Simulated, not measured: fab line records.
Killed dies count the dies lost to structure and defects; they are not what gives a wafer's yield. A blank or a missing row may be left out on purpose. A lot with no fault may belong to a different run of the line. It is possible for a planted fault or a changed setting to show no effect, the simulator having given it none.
Which tool was responsible?	flow nand_harc	69 wafers from 23 lots sampled at 6 of the route's 1302 steps

WHAT EACH GAUGE READ, for each wafer
No reading from a measuring or inspecting step in the record can be judged against a usual standard deviation.

TOOL THAT RAN EACH LOT (tool first, then ch and the chambers of the sampled wafers, then the start)
lot	NHARC_A_STAIRCASE_DEP_471	NHARC_A_SLIT_STRIP_18	NHARC_A_WL_FILL_RTA_01	NHARC_A_CONTACT_ETCH_102	NHARC_A_CONTACT_STRIP_55	NHARC_A_CONTACT_DEP_58
L075	pecvd-01 ch 0,1, day 19 15:35	rie_diel-05 ch 0,1,2, day 20 22:23 or earlier	rtp_anneal-02 ch 0, day 20 22:23	rie_diel-04 ch 1,2, day 22 04:48	rie_diel-04 ch 1,2, day 22 09:25 or earlier	pecvd-03 ch 0,1,2, day 22 09:25
L076	pecvd-01 ch 0,2, day 19 23:29	rie_diel-12 ch 1,2,3, day 21 02:23 or earlier	rtp_anneal-01 ch 0, day 21 02:23	rie_diel-08 ch 1,2,3, day 22 04:53	rie_diel-08 ch 1,2,3, day 22 12:32 or earlier	pecvd-02 ch 0,1, day 22 12:32
L074	pecvd-02 ch 0,2, day 19 23:47	rie_diel-12 ch 1,2,3, day 21 02:37 or earlier	rtp_anneal-01 ch 0, day 21 02:37	rie_diel-08 ch 1,2,3, day 22 11:29	rie_diel-08 ch 0,3, day 22 16:15 or earlier	pecvd-04 ch 0,1, day 22 16:15
L077	pecvd-02 ch 0,2, day 20 02:18	rie_diel-05 ch 0,1, day 21 10:22 or earlier	rtp_anneal-02 ch 0, day 21 10:22	rie_diel-04 ch 0,1,3, day 22 15:29	rie_diel-04 ch 1,3, day 22 19:26 or earlier	pecvd-03 ch 0,1,2, day 22 19:26
L078	pecvd-02 ch 0,1,2, day 20 02:39	rie_diel-12 ch 1,2,3, day 21 10:13 or earlier	rtp_anneal-01 ch 0, day 21 10:13	rie_diel-04 ch 1,2,3, day 22 15:47	rie_diel-04 ch 0,2,3, day 22 19:40 or earlier	pecvd-04 ch 1,2, day 22 19:40
L080	pecvd-01 ch 0,1,2, day 20 16:33	rie_diel-12 ch 0,2,3, day 21 20:27 or earlier	rtp_anneal-01 ch 0, day 21 20:27	rie_diel-04 ch 1,2,3, day 23 03:40	rie_diel-04 ch 0,1,2, day 23 09:32 or earlier	pecvd-03 ch 0,1, day 23 09:32
L079	pecvd-04 ch 0,1, day 21 03:46	rie_diel-12 ch 0,1,2, day 22 07:56 or earlier	rtp_anneal-01 ch 0, day 22 07:56	rie_diel-01 ch 0,1,3, day 23 13:34	rie_diel-01 ch 0,1,3, day 23 17:31 or earlier	pecvd-03 ch 0,1,2, day 23 17:31
L084	pecvd-01 ch 1,2, day 22 19:40	rie_diel-07 ch 0,3, day 23 22:11 or earlier	rtp_anneal-01 ch 0, day 23 22:11	rie_diel-08 ch 0,2,3, day 25 03:29	rie_diel-08 ch 0,2,3, day 25 07:24 or earlier	pecvd-02 ch 0,2, day 25 07:24
L082	pecvd-02 ch 0,1,2, day 22 19:52	rie_diel-05 ch 0,2,3, day 23 22:32 or earlier	rtp_anneal-01 ch 0, day 23 22:32	rie_diel-08 ch 0,1,3, day 25 07:13	rie_diel-08 ch 0,1,2, day 25 13:10 or earlier	pecvd-03 ch 1,2, day 25 13:10
L083	pecvd-02 ch 0,2, day 23 00:34	rie_diel-07 ch 0,1,2, day 24 04:02 or earlier	rtp_anneal-01 ch 0, day 24 04:02	rie_diel-08 ch 0,2,3, day 25 15:32	rie_diel-08 ch 0,1,3, day 25 19:29 or earlier	pecvd-03 ch 0,1,2, day 25 19:29
L081	pecvd-04 ch 1,2, day 23 00:56	rie_diel-12 ch 0,1,3, day 24 06:10 or earlier	rtp_anneal-02 ch 0, day 24 06:10	rie_diel-04 ch 1,2,3, day 25 15:40	rie_diel-04 ch 1,3, day 25 19:46 or earlier	pecvd-04 ch 1,2, day 25 19:46
L086	pecvd-04 ch 0,1,2, day 23 15:52	rie_diel-05 ch 0,2,3, day 24 20:16 or earlier	rtp_anneal-02 ch 0, day 24 20:16	rie_diel-04 ch 1,2, day 26 06:07	rie_diel-04 ch 1,2, day 26 15:11 or earlier	pecvd-03 ch 0,2, day 26 15:11
L085	pecvd-04 ch 0,1,2, day 23 16:04	rie_diel-12 ch 0,3, day 24 20:19 or earlier	rtp_anneal-01 ch 0, day 24 20:19	rie_diel-04 ch 1,2, day 26 02:23	rie_diel-04 ch 1,2,3, day 26 06:28 or earlier	pecvd-04 ch 0,1, day 26 06:28
L088	pecvd-04 ch 0,1, day 24 15:05	rie_diel-07 ch 0,3, day 25 21:00 or earlier	rtp_anneal-02 ch 0, day 25 21:00	rie_diel-01 ch 0,1,3, day 27 05:24	rie_diel-01 ch 0,2, day 27 09:22 or earlier	pecvd-02 ch 0,1,2, day 27 09:22
L089	pecvd-04 ch 0,1,2, day 24 22:01	rie_diel-12 ch 1,2, day 26 05:13 or earlier	rtp_anneal-01 ch 0, day 26 05:13	rie_diel-04 ch 1,3, day 27 11:28	rie_diel-04 ch 0,1, day 27 15:20 or earlier	pecvd-02 ch 1,2, day 27 15:20
L087	pecvd-01 ch 1,2, day 24 22:14	rie_diel-05 ch 0,3, day 26 09:17 or earlier	rtp_anneal-02 ch 0, day 26 09:17	rie_diel-08 ch 0,2,3, day 27 16:03	rie_diel-08 ch 0,1,3, day 27 20:23 or earlier	pecvd-02 ch 0,2, day 27 20:23
L091	pecvd-01 ch 0,1,2, day 25 18:21	rie_diel-12 ch 0,2,3, day 26 22:26 or earlier	rtp_anneal-01 ch 0, day 26 22:26	rie_diel-01 ch 1,2,3, day 28 04:29	rie_diel-01 ch 0,1,2, day 28 08:22 or earlier	pecvd-04 ch 0,1,2, day 28 08:22
L092	pecvd-01 ch 1,2, day 25 18:35	rie_diel-12 ch 0,2, day 27 06:49 or earlier	rtp_anneal-01 ch 0, day 27 06:49	rie_diel-04 ch 1,2,3, day 28 12:01	rie_diel-04 ch 0,1,3, day 28 15:58 or earlier	pecvd-04 ch 0,1,2, day 28 15:58
L094	pecvd-02 ch 1,2, day 26 17:01	rie_diel-07 ch 0,1,3, day 27 19:28 or earlier	rtp_anneal-01 ch 0, day 27 19:28	rie_diel-04 ch 1,2,3, day 29 02:26	rie_diel-04 ch 1,2,3, day 29 08:56 or earlier	pecvd-02 ch 0,1,2, day 29 08:56
L093	pecvd-04 ch 0,2, day 26 17:04	rie_diel-05 ch 0,1,2, day 27 19:30 or earlier	rtp_anneal-02 ch 0, day 27 19:30	rie_diel-04 ch 0,2, day 29 03:43	rie_diel-04 ch 0,2,3, day 29 12:01 or earlier	pecvd-04 ch 0,2, day 29 12:01
L096	pecvd-02 ch 0,1,2, day 28 03:11	rie_diel-05 ch 0,3, day 29 14:14 or earlier	rtp_anneal-02 ch 0, day 29 14:14	rie_diel-08 ch 0,2, day 30 20:52	rie_diel-08 ch 0,1,3, day 31 01:28 or earlier	pecvd-03 ch 0,1, day 31 01:28
L097	pecvd-04 ch 0,1,2, day 28 03:21	rie_diel-12 ch 0,3, day 29 09:56 or earlier	rtp_anneal-02 ch 0, day 29 09:56	rie_diel-08 ch 1,2, day 30 16:55	rie_diel-08 ch 0,2,3, day 30 20:51 or earlier	pecvd-04 ch 1,2, day 30 20:51
L095	pecvd-04 ch 0,1,2, day 29 00:09	rie_diel-12 ch 0,1, day 30 03:32 or earlier	rtp_anneal-02 ch 0, day 30 03:32	rie_diel-01 ch 2,3, day 31 09:32	rie_diel-01 ch 1,2, day 31 14:20 or earlier	pecvd-02 ch 0,2, day 31 14:20
- NHARC_A_STAIRCASE_DEP_471: deposits SiO2, target thk 100 nm.
- NHARC_A_SLIT_STRIP_18: strips in O2.
- NHARC_A_WL_FILL_RTA_01: time 5 s.
- NHARC_A_CONTACT_ETCH_102: etches the open film in CF4/O2, target depth 100 nm, overetch 10 nm, time 55 s.
- NHARC_A_CONTACT_STRIP_55: strips in O2.
- NHARC_A_CONTACT_DEP_58: deposits SiON, target thk 90 nm.

AS READ BY THE TOOLS THEMSELVES (means over the sampled wafers that have a number; for cases with no such wafer, the mark the record gives instead)
NHARC_A_STAIRCASE_DEP_471. Usual: heater_power_w 548 W, standard deviation 110; throttle_valve_pct 15.9 %, standard deviation 0.55.
lot	tool	heater_power_w (W)	throttle_valve_pct (%)	flag
L075	pecvd-01	555	15.9	
L076	pecvd-01	541	15.7	
L074	pecvd-02	466	16.3	
L077	pecvd-02	457	16.1	
L078	pecvd-02	483	15.7	
L080	pecvd-01	547	15.6	
L079	pecvd-04	674	16.0	
L084	pecvd-01	612	15.4	
L082	pecvd-02	467	15.9	
L083	pecvd-02	459	16.4	
L081	pecvd-04	478	16.3	
L086	pecvd-04	630	16.2	
L085	pecvd-04	586	16.2	
L088	pecvd-04	614	16.1	
L089	pecvd-04	571	16.1	
L087	pecvd-01	452	15.7	
L091	pecvd-01	584	15.6	
L092	pecvd-01	554	15.7	
L094	pecvd-02	531	15.4	
L093	pecvd-04	657	16.4	
L096	pecvd-02	496	15.8	
L097	pecvd-04	547	16.5	
L095	pecvd-04	577	16.4	

NHARC_A_SLIT_STRIP_18. Usual: chamber_pressure_mTorr 59.99 mTorr, standard deviation 0.05; drypump_motor_current_A 5.7 A, standard deviation 0.53; oes_product_au 1.003 a.u., standard deviation 0.0091; rf_vpp_V 57.9 V, standard deviation 0.86; showerhead_plenum_p_Torr 3.59 Torr, standard deviation 0.14; throttle_valve_pct 17.038 %, standard deviation 0.0084.
lot	tool	chamber_pressure_mTorr (mTorr)	drypump_motor_current_A (A)	oes_product_au (a.u.)	rf_vpp_V (V)	showerhead_plenum_p_Torr (Torr)	throttle_valve_pct (%)	flag
L075	rie_diel-05	59.95	5.5	0.998	58.1	3.67	17.037	
L076	rie_diel-12	60.04	5.4	1.012	57.6	3.56	17.039	
L074	rie_diel-12	60.03	5.4	1.003	58.1	3.56	17.039	
L077	rie_diel-05	59.99	5.5	1.000	58.3	3.67	17.042	
L078	rie_diel-12	60.00	5.4	1.008	58.0	3.56	17.034	
L080	rie_diel-12	60.03	5.8	1.010	57.6	3.60	17.038	
L079	rie_diel-12	60.01	5.6	1.005	58.1	3.56	17.044	
L084	rie_diel-07	59.99	6.4	0.997	58.6	3.44	17.034	
L082	rie_diel-05	59.99	5.8	0.997	58.3	3.56	17.040	
L083	rie_diel-07	60.01	5.8	1.004	56.9	3.55	17.031	
L081	rie_diel-12	59.99	5.7	1.005	58.4	3.67	17.035	
L086	rie_diel-05	59.97	5.8	1.004	57.2	3.56	17.035	
L085	rie_diel-12	59.97	6.2	1.007	58.8	3.72	17.035	
L088	rie_diel-07	59.99	6.5	0.998	57.8	3.45	17.043	
L089	rie_diel-12	60.00	5.3	1.002	57.9	3.44	17.038	
L087	rie_diel-05	60.00	5.9	1.001	58.4	3.52	17.037	
L091	rie_diel-12	60.03	5.8	1.009	57.3	3.60	17.050	
L092	rie_diel-12	60.00	6.1	1.005	58.1	3.60	17.046	
L094	rie_diel-07	59.99	5.9	0.996	58.0	3.53	17.033	
L093	rie_diel-05	60.02	5.5	1.003	58.4	3.67	17.046	
L096	rie_diel-05	60.02	6.0	0.991	57.5	3.45	17.035	
L097	rie_diel-12	60.00	5.9	1.005	57.9	3.71	17.041	
L095	rie_diel-12	59.95	5.5	1.002	57.9	3.62	17.040	

NHARC_A_WL_FILL_RTA_01. Usual: lamp_power_pct 35.44 %, standard deviation 0.042; lamp_zone_5_pct 35.44 %, standard deviation 0.041; wafer_temp_C_max 1004.5, standard deviation 0.85.
lot	tool	lamp_power_pct (%)	lamp_zone_5_pct (%)	wafer_temp_C_max	flag
L075	rtp_anneal-02	35.48	35.46	1005.4	
L076	rtp_anneal-01	35.45	35.47	1004.5	
L074	rtp_anneal-01	35.45	35.49	1004.0	
L077	rtp_anneal-02	35.43	35.41	1004.6	
L078	rtp_anneal-01	35.39	35.44	1003.8	
L080	rtp_anneal-01	35.43	35.46	1003.6	
L079	rtp_anneal-01	35.44	35.46	1004.6	
L084	rtp_anneal-01	35.37	35.41	1004.3	
L082	rtp_anneal-01	35.45	35.41	1003.5	
L083	rtp_anneal-01	35.42	35.42	1004.1	
L081	rtp_anneal-02	35.38	35.43	1004.5	
L086	rtp_anneal-02	35.44	35.42	1005.0	
L085	rtp_anneal-01	35.42	35.44	1004.2	
L088	rtp_anneal-02	35.45	35.45	1005.3	
L089	rtp_anneal-01	35.40	35.34	1004.7	
L087	rtp_anneal-02	35.43	35.46	1004.9	
L091	rtp_anneal-01	35.46	35.45	1004.3	
L092	rtp_anneal-01	35.46	35.43	1004.4	
L094	rtp_anneal-01	35.45	35.42	1004.2	
L093	rtp_anneal-02	35.42	35.46	1005.0	
L096	rtp_anneal-02	35.47	35.48	1004.5	
L097	rtp_anneal-02	35.43	35.41	1005.0	
L095	rtp_anneal-02	35.48	35.49	1004.5	

NHARC_A_CONTACT_ETCH_102. Usual: chamber_pressure_mTorr 30.002 mTorr, standard deviation 0.025; drypump_motor_current_A 5.84 A, standard deviation 0.3; oes_product_au 1.004 a.u., standard deviation 0.01; rf_vpp_V 198.3 V, standard deviation 1.2; showerhead_plenum_p_Torr 1.35 Torr, standard deviation 0.044; throttle_valve_pct 13.397 %, standard deviation 0.009.
lot	tool	chamber_pressure_mTorr (mTorr)	drypump_motor_current_A (A)	oes_product_au (a.u.)	rf_vpp_V (V)	showerhead_plenum_p_Torr (Torr)	throttle_valve_pct (%)	flag
L075	rie_diel-04	30.005	6.04	1.001	197.8	1.38	13.391	
L076	rie_diel-08	30.009	5.69	1.008	197.6	1.33	13.392	
L074	rie_diel-08	29.994	5.66	0.996	198.4	1.33	13.407	
L077	rie_diel-04	30.016	6.16	0.999	197.6	1.36	13.391	
L078	rie_diel-04	30.003	6.03	1.012	198.7	1.38	13.405	
L080	rie_diel-04	29.974	6.04	1.011	198.3	1.38	13.396	
L079	rie_diel-01	30.006	5.66	0.999	198.1	1.35	13.396	
L084	rie_diel-08	30.008	5.57	1.018	197.8	1.31	13.403	
L082	rie_diel-08	29.999	5.61	1.012	198.1	1.34	13.409	
L083	rie_diel-08	30.024	5.58	1.018	197.0	1.31	13.396	
L081	rie_diel-04	30.029	6.02	1.003	199.0	1.38	13.397	
L086	rie_diel-04	29.980	6.03	0.999	198.5	1.38	13.405	
L085	rie_diel-04	30.007	6.09	1.002	198.8	1.36	13.391	
L088	rie_diel-01	29.996	5.66	1.003	198.0	1.35	13.404	
L089	rie_diel-04	29.981	6.02	1.004	198.9	1.38	13.389	
L087	rie_diel-08	30.011	5.59	1.015	197.3	1.31	13.398	
L091	rie_diel-01	30.008	5.93	1.000	198.9	1.35	13.404	
L092	rie_diel-04	30.001	6.03	0.993	198.8	1.38	13.389	
L094	rie_diel-04	30.002	6.02	0.999	198.9	1.38	13.399	
L093	rie_diel-04	30.009	6.26	0.995	198.3	1.35	13.400	
L096	rie_diel-08	30.012	5.42	1.024	198.0	1.32	13.394	
L097	rie_diel-08	29.993	5.60	0.997	198.0	1.34	13.393	
L095	rie_diel-01	30.002	6.03	1.002	198.5	1.38	13.402	

NHARC_A_CONTACT_STRIP_55. Usual: chamber_pressure_mTorr 60.00 mTorr, standard deviation 0.056; drypump_motor_current_A 5.89 A, standard deviation 0.3; oes_product_au 1.003 a.u., standard deviation 0.0097; rf_vpp_V 58.0 V, standard deviation 0.86; showerhead_plenum_p_Torr 3.57 Torr, standard deviation 0.11; throttle_valve_pct 17.035 %, standard deviation 0.0089.
lot	tool	chamber_pressure_mTorr (mTorr)	drypump_motor_current_A (A)	oes_product_au (a.u.)	rf_vpp_V (V)	showerhead_plenum_p_Torr (Torr)	throttle_valve_pct (%)	flag
L075	rie_diel-04	60.05	6.09	1.004	58.0	3.61	17.026	
L076	rie_diel-08	60.03	5.67	1.006	58.0	3.51	17.032	
L074	rie_diel-08	59.97	5.70	1.005	57.9	3.49	17.030	
L077	rie_diel-04	59.99	6.04	1.008	58.6	3.65	17.039	
L078	rie_diel-04	59.95	6.14	0.994	58.0	3.64	17.036	
L080	rie_diel-04	59.98	6.18	0.997	58.7	3.59	17.032	
L079	rie_diel-01	59.99	5.68	1.000	58.6	3.57	17.031	
L084	rie_diel-08	59.99	5.60	1.008	58.5	3.48	17.037	
L082	rie_diel-08	59.95	5.51	1.014	57.9	3.53	17.042	
L083	rie_diel-08	59.98	5.62	1.011	57.6	3.53	17.039	
L081	rie_diel-04	60.05	6.08	0.996	58.1	3.60	17.041	
L086	rie_diel-04	59.97	6.04	0.996	58.0	3.64	17.038	
L085	rie_diel-04	59.95	6.03	0.995	58.4	3.64	17.025	
L088	rie_diel-01	60.00	5.93	1.007	58.2	3.79	17.032	
L089	rie_diel-04	59.97	6.23	1.008	57.1	3.54	17.037	
L087	rie_diel-08	60.01	5.59	1.005	57.8	3.53	17.037	
L091	rie_diel-01	60.01	5.86	1.005	58.8	3.69	17.034	
L092	rie_diel-04	60.03	6.17	1.005	58.5	3.58	17.044	
L094	rie_diel-04	60.01	6.04	0.995	57.4	3.64	17.039	
L093	rie_diel-04	59.99	6.14	1.000	57.8	3.63	17.038	
L096	rie_diel-08	59.94	5.59	1.011	57.4	3.51	17.032	
L097	rie_diel-08	59.93	5.59	1.019	58.0	3.45	17.031	
L095	rie_diel-01	60.02	6.12	1.011	59.1	3.69	17.040	

NHARC_A_CONTACT_DEP_58. Usual: heater_power_w 719 W, standard deviation 130.
lot	tool	heater_power_w (W)	flag
L075	pecvd-03	692	
L076	pecvd-02	650	
L074	pecvd-04	932	
L077	pecvd-03	661	
L078	pecvd-04	798	
L080	pecvd-03	740	
L079	pecvd-03	661	
L084	pecvd-02	632	
L082	pecvd-03	685	
L083	pecvd-03	701	
L081	pecvd-04	739	
L086	pecvd-03	632	
L085	pecvd-04	933	
L088	pecvd-02	698	
L089	pecvd-02	728	
L087	pecvd-02	691	
L091	pecvd-04	738	
L092	pecvd-04	799	
L094	pecvd-02	673	
L093	pecvd-04	787	
L096	pecvd-03	668	
L097	pecvd-04	759	
L095	pecvd-02	627	

THE ANSWER, worked out from the rows above alone
Rule: a lot counts as off when the mean over its wafers that have a number is more than 3 standard deviations away from the usual mean. A lot without any number at a reading at which 4 lots or more have one is off too. All remaining lots with rows at the step are treated as sound. First the gauges in route order, then the tools' own readings, where a lot's mean is used as printed above. The first step at which some lot is off is used, and at that step the reading that is off furthest; a lot without a number counts as furthest.
No lot is off on any of the readings shown, so nothing can be concluded from this.

WHAT THE SIMULATOR HAD PUT IN
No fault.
